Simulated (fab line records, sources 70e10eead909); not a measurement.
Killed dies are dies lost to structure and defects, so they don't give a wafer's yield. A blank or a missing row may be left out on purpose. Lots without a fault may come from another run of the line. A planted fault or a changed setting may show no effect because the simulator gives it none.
Chamber matching | flow nand_harc | NHARC_A_CHANNEL_FILL_D2_STRIP_28 on rie_diel-03: 4 sister chambers
The step strips in O2, time 20 s. 18 wafers are shown with their chamber, then 9 later ones without.

WAFERS WITH THEIR CHAMBER
wafer  | chamber | showerhead_plenum_p_Torr (Torr) | throttle_valve_pct (%) | oes_product_au (a.u.)
L077.3 | 2       | 3.40                            | 17.044                 | 0.989
L077.4 | 3       | 3.60                            | 17.060                 | 1.001
L077.6 | 0       | 3.47                            | 17.039                 | 0.997
L078.1 | 3       | 3.60                            | 17.037                 | 1.002
L078.4 | 2       | 3.40                            | 17.032                 | 0.994
L078.6 | 1       | 3.59                            | 17.037                 | 0.989
L082.1 | 1       | 3.59                            | 17.040                 | 0.988
L082.2 | 3       | 3.60                            | 17.051                 | 1.012
L082.4 | 1       | 3.59                            | 17.049                 | 0.996
L084.1 | 2       | 3.40                            | 17.028                 | 1.002
L084.3 | 0       | 3.47                            | 17.031                 | 0.999
L084.5 | 0       | 3.47                            | 17.041                 | 1.006
L089.1 | 1       | 3.59                            | 17.050                 | 0.993
L089.2 | 0       | 3.47                            | 17.056                 | 0.996
L089.3 | 2       | 3.39                            | 17.028                 | 0.997
L091.3 | 3       | 3.60                            | 17.041                 | 1.002
L091.4 | 1       | 3.59                            | 17.030                 | 1.003
L091.6 | 2       | 3.39                            | 17.026                 | 1.012

SIGNATURES (means of the wafers above)
reading                  | chamber 0 | chamber 1 | chamber 2 | chamber 3 | scatter within a chamber
showerhead_plenum_p_Torr | 3.4700    | 3.5900    | 3.3960    | 3.6000    | 0.00293
throttle_valve_pct       | 17.04175  | 17.04120  | 17.03160  | 17.04725  | 0.00903
oes_product_au           | 0.99950   | 0.99380   | 0.99880   | 1.00425   | 0.00652
Rule: a wafer's distance from a chamber is the root of the sum, over the readings, of the square of ((its reading less the chamber's mean) divided by the reading's scatter). The wafer belongs to the nearest chamber; if the next one is less than 2 further off, it can't be placed. The scatter: the root of (the sum of the squares of (reading less its chamber's mean) over the shown wafers, divided by (wafers less chambers)).

WAFERS WITHOUT THEIR CHAMBER
wafer  | showerhead_plenum_p_Torr (Torr) | throttle_valve_pct (%) | oes_product_au (a.u.)
L094.4 | 3.60                            | 17.038                 | 0.995
L094.5 | 3.39                            | 17.028                 | 1.007
L094.6 | 3.60                            | 17.036                 | 0.994
L096.1 | 3.39                            | 17.035                 | 1.000
L096.2 | 3.60                            | 17.017                 | 0.990
L096.3 | 3.47                            | 17.055                 | 0.998
L097.2 | 3.47                            | 17.040                 | 1.012
L097.3 | 3.60                            | 17.034                 | 1.002
L097.5 | 3.39                            | 17.034                 | 1.003

WHICH CHAMBER EACH WENT THROUGH
wafer  | from the rows above     | in truth
L094.4 | can't be placed: 3 or 1 | 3
L094.5 | 2                       | 2
L094.6 | can't be placed: 3 or 1 | 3
L096.1 | 2                       | 2
L096.2 | can't be placed: 3 or 1 | 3
L096.3 | 0                       | 0
L097.2 | 0                       | 0
L097.3 | 3                       | 3
L097.5 | 2                       | 2
Placed correctly: 6 of 9. Can't be placed from these rows: 3 (the true chamber is among the candidates in 3). Placed wrongly: 0.
